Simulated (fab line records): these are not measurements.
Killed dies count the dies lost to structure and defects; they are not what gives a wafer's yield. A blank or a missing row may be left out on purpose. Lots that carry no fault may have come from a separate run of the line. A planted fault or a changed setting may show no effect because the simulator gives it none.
fab line records -- flow nand-harc
[record] lots = 12, wafers = 36, last-day = 33
route steps=1302 shown P_ZERO_WELL@14 P_STI@80
lots with no fault: from the same line, run without faults
start-h: hours from the record's opening day to when the first of the lot's shown wafers began -- wait-h: hours elapsed since this lot's preceding step -- " the same as in the row above -- L1.1+2: a row that stands for several wafers -- - no value, or no start was given -- * or withheld: withheld -- < > ~ a bound
route shown NAME@n: a module of which the file shows steps, and the number in the route of the first -- usual: average and standard deviation across the fault-free wafers -- same: alike in all rows -- chamber/n: place in a boat -- sites: per-site readings -- _std_site: how widely they spread, as a standard deviation -- _edge_site: inner sites' mean taken away from outer sites' mean -- radius-mm: for every site, how far away it sits from the centre of the wafer -- mask NAME#n: copy n -- behind: tool/chamber where the wafer was last shaped -- hold: cause of the lot's hold/its duration in hours/its outcome -- device: names the non-switching transistor (n, p or np) -- end of line: the same wafers' tests at the end of the route -- a step with no rows: only its recipe -- killed: at the first sort, the dies lost to defects and structure; wafer yield is something else -- map: a wafer's dies, marking killed ones x, the rest . and places with no die _
set.NAME: the setting the step ran with; set.NAME@STEP: the setting that earlier step ran with -- model.NAME: the simulator's own value behind a step, which no gauge read
the route's steps for a sample of lots (tables are steps, rows are wafers)
services: when a tool's chamber went out of use (start-h, in hours from the record's first day, below 0 if earlier), for how many hours, and the reason
[[steps]]
[step NHARC_P_ZERO_WELL_CD_MEAS_11]
[recipe] target-cd-nm = 500, landing-energy-ev = 500
[usual] cd-nm = 500.3/1.4
[same] landing-energy-ev = 500
lot.wafer,tool,chamber,start-h,wait-h,cd-nm
L362.1,cd-sem-01,0,21.23,-,500.6
L362.2,cd-sem-01,0,21.23,-,500.5
L362.3,cd-sem-01,0,21.23,-,501.8
L363.2,cd-sem-01,0,31.12,-,498.5
L363.3,cd-sem-01,0,31.12,-,499.9
L363.6,cd-sem-01,0,31.12,-,499.4
L364.1,cd-sem-02,0,41.24,-,500.6
L364.5,cd-sem-02,0,41.24,-,502.8
L364.6,cd-sem-02,0,41.24,-,500.8
L366.3,cd-sem-01,0,61.39,-,499.5
L366.5,cd-sem-01,0,61.39,-,500.0
L366.6,cd-sem-01,0,61.39,-,500.6
L368.1,cd-sem-02,0,81.14,-,498.5
L368.4,cd-sem-02,0,81.14,-,498.2
L368.5,cd-sem-02,0,81.14,-,499.1
L376.2,cd-sem-03,0,161.11,-,498.5
L376.3,cd-sem-03,0,161.11,-,500.7
L376.5,cd-sem-03,0,161.11,-,497.6
L377.1,cd-sem-02,0,171.24,-,500.1
L377.3,cd-sem-02,0,171.24,-,499.5
L377.5,cd-sem-02,0,171.24,-,497.8
L378.3,cd-sem-01,0,181.27,-,501.1
L378.4,cd-sem-01,0,181.27,-,503.8
L378.5,cd-sem-01,0,181.27,-,503.2
L380.2,cd-sem-02,0,201.24,-,501.0
L380.5,cd-sem-02,0,201.24,-,501.0
L380.6,cd-sem-02,0,201.24,-,499.0
L381.1,cd-sem-03,0,211.46,-,499.0
L381.4,cd-sem-03,0,211.46,-,499.9
L381.5,cd-sem-03,0,211.46,-,503.1
L382.1,cd-sem-03,0,221.12,-,498.9
L382.3,cd-sem-03,0,221.12,-,499.5
L382.4,cd-sem-03,0,221.12,-,500.9
L384.4,cd-sem-01,0,241.25,-,500.9
L384.5,cd-sem-01,0,241.25,-,502.7
L384.6,cd-sem-01,0,241.25,-,502.2
[step NHARC_P_ZERO_WELL_CD_MEAS_24]
[recipe] target-cd-nm = 720, landing-energy-ev = 500
[usual] cd-nm = 719.6/1.5
[same] landing-energy-ev = 500
lot.wafer,tool,chamber,start-h,wait-h,cd-nm
L362.1,cd-sem-02,0,22.57,-,719.0
L362.2,cd-sem-02,0,22.57,-,718.9
L362.3,cd-sem-02,0,22.57,-,719.3
L363.2,cd-sem-03,0,32.33,-,720.9
L363.3,cd-sem-03,0,32.33,-,719.3
L363.6,cd-sem-03,0,32.33,-,720.4
L364.1,cd-sem-02,0,42.58,-,720.8
L364.5,cd-sem-02,0,42.58,-,720.5
L364.6,cd-sem-02,0,42.58,-,720.5
L366.3,cd-sem-02,0,62.74,-,718.5
L366.5,cd-sem-02,0,62.74,-,718.5
L366.6,cd-sem-02,0,62.74,-,718.9
L368.1,cd-sem-02,0,82.36,-,719.2
L368.4,cd-sem-02,0,82.36,-,720.4
L368.5,cd-sem-02,0,82.36,-,719.5
L376.2,cd-sem-01,0,162.34,-,718.1
L376.3,cd-sem-01,0,162.34,-,720.4
L376.5,cd-sem-01,0,162.34,-,720.0
L377.1,cd-sem-01,0,172.58,-,719.0
L377.3,cd-sem-01,0,172.58,-,721.0
L377.5,cd-sem-01,0,172.58,-,721.2
L378.3,cd-sem-02,0,182.67,-,720.7
L378.4,cd-sem-02,0,182.67,-,719.0
L378.5,cd-sem-02,0,182.67,-,721.0
L380.2,cd-sem-02,0,202.63,-,720.1
L380.5,cd-sem-02,0,202.63,-,719.4
L380.6,cd-sem-02,0,202.63,-,720.2
L381.1,cd-sem-03,0,213.66,-,719.0
L381.4,cd-sem-03,0,213.66,-,719.0
L381.5,cd-sem-03,0,213.66,-,719.0
L382.1,cd-sem-01,0,223.56,-,716.5
L382.3,cd-sem-01,0,223.56,-,719.4
L382.4,cd-sem-01,0,223.56,-,718.6
L384.4,cd-sem-03,0,242.60,-,722.0
L384.5,cd-sem-03,0,242.60,-,722.9
L384.6,cd-sem-03,0,242.60,-,721.2
[step NHARC_P_STI_EXPOSE_06]
[recipe] na = 0.55, target-cd-nm = 200, dose-mj = 37.69, mask-id = P_STI
lot.wafer,tool,chamber,start-h,wait-h,mask
L362.1+2+3,krf-scanner-04,0,44.90,-,P_STI#0
L363.2+3+6,krf-scanner-04,0,54.29,-,P_STI#0
L364.1+5+6,krf-scanner-04,0,65.62,-,P_STI#0
L366.3+5+6,krf-scanner-04,0,84.26,-,P_STI_R1#0
L368.1+4+5,krf-scanner-02,0,105.66,-,P_STI#0
L376.2+3+5,krf-scanner-03,0,183.00,-,P_STI#0
L377.1+3+5,krf-scanner-03,0,192.39,-,P_STI#0
L378.3+4+5,krf-scanner-02,0,203.46,-,P_STI#0
L380.2+5+6,krf-scanner-04,0,225.13,-,P_STI#0
L381.1+4+5,krf-scanner-04,0,233.12,-,P_STI#0
L382.1+3+4,krf-scanner-02,0,244.85,-,P_STI#0
L384.4+5+6,krf-scanner-03,0,262.93,-,P_STI#0
[step NHARC_P_STI_CD_MEAS_09]
[recipe] target-cd-nm = 200, landing-energy-ev = 500
[usual] cd-nm = 200.2/1.4
[same] landing-energy-ev = 500
lot.wafer,tool,chamber,start-h,wait-h,cd-nm
L362.1,cd-sem-01,0,45.05,-,201.4
L362.2,cd-sem-01,0,45.05,-,201.7
L362.3,cd-sem-01,0,45.05,-,200.6
L363.2,cd-sem-02,0,54.44,-,200.7
L363.3,cd-sem-02,0,54.44,-,200.9
L363.6,cd-sem-02,0,54.44,-,199.0
L364.1,cd-sem-01,0,65.77,-,200.2
L364.5,cd-sem-01,0,65.77,-,200.1
L364.6,cd-sem-01,0,65.77,-,198.0
L366.3,cd-sem-01,0,84.40,-,207.4
L366.5,cd-sem-01,0,84.40,-,208.4
L366.6,cd-sem-01,0,84.40,-,210.3
L368.1,cd-sem-02,0,105.81,-,200.2
L368.4,cd-sem-02,0,105.81,-,198.2
L368.5,cd-sem-02,0,105.81,-,199.9
L376.2,cd-sem-01,0,183.15,-,199.3
L376.3,cd-sem-01,0,183.15,-,200.5
L376.5,cd-sem-01,0,183.15,-,199.2
L377.1,cd-sem-02,0,192.54,-,201.4
L377.3,cd-sem-02,0,192.54,-,199.3
L377.5,cd-sem-02,0,192.54,-,198.6
L378.3,cd-sem-01,0,203.60,-,199.7
L378.4,cd-sem-01,0,203.60,-,199.7
L378.5,cd-sem-01,0,203.60,-,200.8
L380.2,cd-sem-01,0,225.28,-,201.6
L380.5,cd-sem-01,0,225.28,-,201.0
L380.6,cd-sem-01,0,225.28,-,200.6
L381.1,cd-sem-01,0,233.28,-,197.7
L381.4,cd-sem-01,0,233.28,-,197.6
L381.5,cd-sem-01,0,233.28,-,197.4
L382.1,cd-sem-01,0,245.00,-,202.9
L382.3,cd-sem-01,0,245.00,-,201.3
L382.4,cd-sem-01,0,245.00,-,201.1
L384.4,cd-sem-02,0,263.07,-,201.4
L384.5,cd-sem-02,0,263.07,-,201.2
L384.6,cd-sem-02,0,263.07,-,200.2
[step NHARC_P_STI_ETCH_15]
[recipe] target-depth-a = 3000, taper-deg = 4, time-s = 100.1, hbr-flow-sccm = 150, cl2-flow-sccm = 50, rf-w = 400, icp-w = 400, bias-w = 100, chemistry = HBr/Cl2
[usual] drypump-motor-current-A = 6.0/0.48, hbr-flow-sccm = 149.9/0.43, oes-product-au = 0.998/0.0077, throttle-valve-pct = 26.407/0.0099
lot.wafer,tool,chamber,start-h,wait-h,drypump-motor-current-A,hbr-flow-sccm,oes-product-au,rf-hours-counter-h,throttle-valve-pct
L362.2,rie-si-05,2,45.59,-,5.9,150.0,0.994,0.5,26.393
L362.1,rie-si-05,0,45.59,-,6.1,149.2,0.977,0.6,26.398
L362.3,rie-si-05,1,45.59,-,5.1,149.8,0.993,0.5,26.423
L363.2,rie-si-03,1,54.98,-,5.3,150.1,0.987,0.0,26.398
L363.3,rie-si-03,2,54.98,-,6.1,149.9,0.983,0.0,26.409
L363.6,rie-si-03,0,54.98,-,6.6,150.5,1.002,-,26.391
L364.1,rie-si-06,3,66.32,-,5.7,149.2,1.016,0.8,26.411
L364.6,rie-si-06,3,66.32,-,5.8,149.2,1.008,-,26.410
L364.5,rie-si-06,0,66.32,-,5.8,149.7,1.005,-,26.400
L366.3,rie-si-05,3,84.94,-,6.6,150.1,0.999,0.9,26.401
L366.6,rie-si-05,3,84.94,-,6.6,150.1,1.009,-,26.400
L366.5,rie-si-05,2,84.94,-,6.0,149.7,1.007,-,26.405
L368.4,rie-si-05,3,106.40,-,6.6,149.5,1.004,1.1,26.405
L368.1,rie-si-05,1,106.40,-,5.1,150.2,0.993,0.9,26.409
L368.5,rie-si-05,3,106.40,-,6.6,150.8,0.997,-,26.418
L376.2,rie-si-03,2,183.71,-,6.1,150.1,0.996,0.6,26.414
L376.3,rie-si-03,3,183.71,-,6.3,149.7,0.992,0.9,26.404
L376.5,rie-si-03,1,183.71,-,5.3,149.8,0.990,-,26.411
L377.1,rie-si-05,2,193.10,-,6.0,150.5,1.003,0.3,26.407
L377.3,rie-si-05,0,193.10,-,6.1,150.2,0.987,0.3,26.393
L377.5,rie-si-05,2,193.10,-,6.0,150.2,0.992,-,26.410
L378.3,rie-si-03,1,204.13,-,5.3,150.0,0.990,0.9,26.421
L378.4,rie-si-03,1,204.13,-,5.3,150.9,0.994,-,26.393
L378.5,rie-si-03,2,204.13,-,6.1,150.6,0.995,-,26.396
L380.2,rie-si-05,2,225.82,-,6.0,150.5,1.000,0.5,26.416
L380.6,rie-si-05,2,225.82,-,5.9,149.5,0.999,-,26.405
L380.5,rie-si-05,3,225.82,-,6.7,150.1,0.994,-,26.402
L381.4,rie-si-05,0,233.81,-,6.1,150.1,1.004,0.6,26.428
L381.1,rie-si-05,3,233.81,-,6.6,150.7,0.997,0.7,26.414
L381.5,rie-si-05,1,233.81,-,5.1,149.6,0.998,-,26.396
L382.4,rie-si-05,3,245.58,-,6.7,149.6,0.986,0.8,26.408
L382.1,rie-si-05,1,245.58,-,5.1,150.3,0.990,0.7,26.423
L382.3,rie-si-05,2,245.58,-,6.0,150.3,0.992,0.8,26.401
L384.4,rie-si-06,3,263.61,-,5.7,149.9,1.003,0.0,26.414
L384.5,rie-si-06,2,263.61,-,6.0,149.9,0.995,-,26.402
L384.6,rie-si-06,3,263.61,-,5.7,150.3,0.996,-,26.390
[step NHARC_P_STI_OCD_MEAS_17]
[usual] trench-depth-nm = 300/3.1, trench-foot-cd-nm = 158.4/1.5
lot.wafer,tool,chamber,start-h,wait-h,trench-depth-nm,trench-foot-cd-nm
L362.1,ocd-02,-,45.83,0.1,293,160.9
L362.2,ocd-02,-,45.83,0.1,298,159.3
L362.3,ocd-02,-,45.83,0.1,296,159.4
L363.2,ocd-02,-,55.26,0.1,294,159.5
L363.3,ocd-02,-,55.26,0.1,296,159.1
L363.6,ocd-02,-,55.26,0.1,299,156.9
L364.1,ocd-02,-,66.57,0.1,305,157.2
L364.5,ocd-02,-,66.57,0.1,300,158.5
L364.6,ocd-02,-,66.57,0.1,306,155.0
L366.3,ocd-02,-,85.22,0.1,299,165.7
L366.5,ocd-02,-,85.22,0.1,306,167.1
L366.6,ocd-02,-,85.22,0.1,302,168.0
L368.1,ocd-02,-,106.64,0.1,296,158.9
L368.4,ocd-02,-,106.64,0.1,298,156.3
L368.5,ocd-02,-,106.64,0.1,296,158.9
L376.2,ocd-02,-,183.93,0.1,298,158.0
L376.3,ocd-02,-,183.93,0.1,298,158.8
L376.5,ocd-02,-,183.93,0.1,295,158.1
L377.1,ocd-01,-,193.33,0.1,302,158.7
L377.3,ocd-01,-,193.33,0.1,300,157.7
L377.5,ocd-01,-,193.33,0.1,302,156.6
L378.3,ocd-02,-,204.41,0.1,295,158.4
L378.4,ocd-02,-,204.41,0.1,293,158.7
L378.5,ocd-02,-,204.41,0.1,298,158.8
L380.2,ocd-01,-,226.07,0.1,299,160.1
L380.5,ocd-01,-,226.07,0.1,299,159.6
L380.6,ocd-01,-,226.07,0.1,300,158.9
L381.1,ocd-01,-,234.06,0.1,299,155.6
L381.4,ocd-01,-,234.06,0.1,302,156.1
L381.5,ocd-01,-,234.06,0.1,298,155.5
L382.1,ocd-02,-,245.83,0.1,296,161.3
L382.3,ocd-02,-,245.83,0.1,297,160.0
L382.4,ocd-02,-,245.83,0.1,296,160.0
L384.4,ocd-02,-,263.85,0.1,301,159.3
L384.5,ocd-02,-,263.85,0.1,300,159.5
L384.6,ocd-02,-,263.85,0.1,301,157.9
[[services]]
tool,chamber,start-h,hours,kind
rie-si-05,0,40.77,3.2,repair
rie-si-03,-,44.00,9.0,pm
krf-scanner-02,-,45.54,2.6,repair
krf-scanner-03,-,52.00,4.0,pm
krf-scanner-03,-,70.43,0.5,repair
rie-si-05,0,79.15,14.6,repair
rie-si-03,2,81.40,5.1,repair
krf-scanner-02,-,86.95,0.8,repair
rie-si-03,2,87.89,39.8,repair
krf-scanner-02,-,94.00,4.0,pm
krf-scanner-04,-,106.79,69.7,repair
krf-scanner-03,-,107.86,4.0,repair
rie-si-03,1,108.03,7.0,repair
rie-si-03,1,119.56,4.8,repair
rie-si-05,-,128.00,9.0,pm
krf-scanner-02,-,134.52,1.6,repair
rie-si-03,-,178.31,0.3,repair
krf-scanner-04,-,182.00,4.0,pm
rie-si-03,3,188.31,38.8,repair
krf-scanner-02,-,198.93,1.2,repair
krf-scanner-03,-,205.00,2.3,repair
krf-scanner-04,-,213.46,11.4,repair
rie-si-03,-,221.00,9.0,pm
krf-scanner-04,-,239.19,0.5,repair
[[key]]
[first-sign] step = NHARC_P_STI_EXPOSE_06, reading = mask, direction = changed
[effect] step = NHARC_P_STI_CD_MEAS_09, reading = cd-nm, direction = up, sigmas = 6.1, usual = 200.2, struck = 208.7
[effect] step = NHARC_P_STI_OCD_MEAS_17, reading = trench-foot-cd-nm, direction = up, sigmas = 5.8, usual = 158.4, struck = 166.9
met-at NHARC_P_STI_EXPOSE_06
struck-lots L366
tester-left-out L366
not-acting-at NHARC_P_ZERO_WELL_CD_MEAS_11,NHARC_P_ZERO_WELL_CD_MEAS_24,NHARC_P_STI_ETCH_15
onset-between 65.62 84.26
[fault] kind = wrong-mask, tool = any, chamber = -, onset-h = 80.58, steps = NHARC_P_STI_EXPOSE_06, aux-copy = P_STI_R1#0, cd-offset-nm = 7.2367, scope = struck-lots-only
// tester-left-out: of these lots the tester's yield and bins aren't shown, on N5 and GAA mostly nor the transistor test; their killed dies are dies lost to structure and defects alone, not to doping, threshold or leakage, so they don't give the yield
